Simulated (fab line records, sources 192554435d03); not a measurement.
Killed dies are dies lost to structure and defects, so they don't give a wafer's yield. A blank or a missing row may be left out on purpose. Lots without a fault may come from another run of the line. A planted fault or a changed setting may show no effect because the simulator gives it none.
Which tool did it? | flow n5_finfet | 22 lots, 66 wafers sampled, at 1 step of a route of 1938

WHAT THE GAUGES READ, wafer by wafer
N5_SDB_INSPECT_36: inspects for defects (darkfield).
lot  | measured    | on                | raw_defect_count
L074 | day 3 20:31 | defect_inspect-01 | 40 32 34
L075 | day 4 06:19 | defect_inspect-02 | 43 63 37
L077 | day 4 15:36 | defect_inspect-01 | 48 20 40
L078 | day 5 02:05 | defect_inspect-02 | 28 21 37
L079 | day 5 04:29 | defect_inspect-01 | 70 46 50
L080 | day 5 13:58 | defect_inspect-02 | 42 73 18
L081 | day 5 21:55 | defect_inspect-02 | 45 45 54
L082 | day 5 22:01 | defect_inspect-01 | 27 47 52
L083 | day 6 08:26 | defect_inspect-01 | 33 16 22
L084 | day 6 17:03 | defect_inspect-01 | 38 36 73
L085 | day 6 19:11 | defect_inspect-01 | 37 35 42
L086 | day 7 00:55 | defect_inspect-02 | 36 63 52
L087 | day 7 06:17 | defect_inspect-02 | 50 90 69
L088 | day 7 14:36 | defect_inspect-02 | 40 37 38
L089 | day 7 19:14 | defect_inspect-01 | 55 40 23
L090 | day 8 01:50 | defect_inspect-01 | 72 18 19
L091 | day 8 04:27 | defect_inspect-02 | 45 57 40
L092 | day 8 13:03 | defect_inspect-01 | 36 51 33
L093 | day 8 17:45 | defect_inspect-01 | 34 30 39
L095 | day 9 06:51 | defect_inspect-01 | 37 37 24
L096 | day 9 10:17 | defect_inspect-02 | 41 21 25
L097 | day 9 21:05 | defect_inspect-01 | 16 19 40

WHICH TOOL RAN EACH LOT (tool, then ch and the chambers of the sampled wafers, then the start)
The record holds no process step before these readings.

WHAT THE TOOLS THEMSELVES READ (means of the sampled wafers that have a number; where no wafer has one, the mark that the record gives instead)
The record holds no such reading with a usual standard deviation.

THE ANSWER, worked out from the rows above alone
Rule: what is usual is taken from the lots themselves. Put in order of their means at a reading, lots are off if they are a third of the lots or fewer, leave a main group of 4 or more, and stand apart from it by a gap of 3 or more times the standard deviation of the main group's means; of several such gaps the widest counts. A main group whose means are all the same, to the digits that the tables above print for the reading, isn't used. A lot without any number at a reading at which 4 lots or more have one is off too. The other lots that the step has rows for count as sound. The gauges are gone through in route order, then the tools' own readings, and for those a lot's mean is taken as printed above. The first step at which some lot is off is used, and at that step the reading that is off furthest; a lot without a number counts as furthest.
No lot is off at any reading shown: from this, nothing can be told.

WHAT THE SIMULATOR HAD PUT IN
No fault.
